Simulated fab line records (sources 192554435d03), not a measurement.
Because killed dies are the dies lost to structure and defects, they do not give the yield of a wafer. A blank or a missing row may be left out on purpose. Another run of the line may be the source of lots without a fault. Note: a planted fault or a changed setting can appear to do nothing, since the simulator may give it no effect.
Matching of chambers | flow n5-finfet | N5_SD_EPI_N_LINER_46 on ald-sin-02 has 4 sister chambers
The step material SiNx, target thk 3 nm. 16 wafers are shown with their chamber, then 8 later ones without.

## WAFERS PAIRED WITH THEIR CHAMBERS
wafer  | chamber | heater-power-w (W) | susceptor-temp-C (C)
L075.2 | 2       | 743                | 400.12
L075.3 | 0       | 747                | 400.36
L075.5 | 2       | 729                | 400.12
L077.4 | 3       | 1026               | 399.84
L077.5 | 2       | 729                | 399.78
L077.6 | 1       | 776                | 400.28
L082.1 | 0       | 739                | 399.96
L082.2 | 2       | 692                | 400.09
L082.6 | 2       | 703                | 399.99
L084.2 | 0       | 750                | 399.87
L084.4 | 1       | 848                | 400.15
L084.6 | 1       | 799                | 400.39
L086.1 | 1       | 816                | 400.12
L086.4 | 3       | 960                | 400.40
L086.6 | 0       | 752                | 399.99
L087.1 | 1       | 802                | 399.87

SIGNATURES, as means of the wafers listed above
reading          | chamber 0 | chamber 1 | chamber 2 | chamber 3 | scatter within a chamber
heater-power-w   | 747.00    | 808.20    | 719.20    | 993.00    | 23.9
susceptor-temp-C | 400.0450  | 400.1620  | 400.0200  | 400.1200  | 0.211
Rule: a wafer's distance from a chamber is the root of the sum, over the readings, of the square of ((its reading less the chamber's mean) divided by the reading's scatter). If the next closest chamber is less than 2 further off than the closest, the wafer can't be placed; otherwise it belongs to the closest. The scatter is the square root of a quotient: the sum, over the shown wafers, of each reading's squared deviation from its chamber's mean, divided by wafers minus chambers.

## WAFERS MISSING THEIR CHAMBER
wafer  | heater-power-w (W) | susceptor-temp-C (C)
L087.2 | 753                | 399.65
L087.3 | 928                | 400.10
L092.1 | 840                | 400.00
L092.4 | 750                | 399.60
L092.5 | 950                | 400.22
L096.3 | 766                | 399.79
L096.4 | 696                | 399.96
L096.6 | 699                | 399.78

## WHICH CHAMBER EACH ONE RAN IN
wafer  | from the rows above          | in truth
L087.2 | can't be placed: 0 or 2 or 1 | 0
L087.3 | 3                            | 3
L092.1 | 1                            | 1
L092.4 | can't be placed: 0 or 2 or 1 | 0
L092.5 | 3                            | 3
L096.3 | can't be placed: 0 or 2 or 1 | 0
L096.4 | can't be placed: 2 or 0      | 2
L096.6 | can't be placed: 2 or 0      | 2
Placed correctly: 3 of 8. Unplaceable from these rows: 5, with the true chamber sitting among the candidates in 5. Placed wrongly: 0.
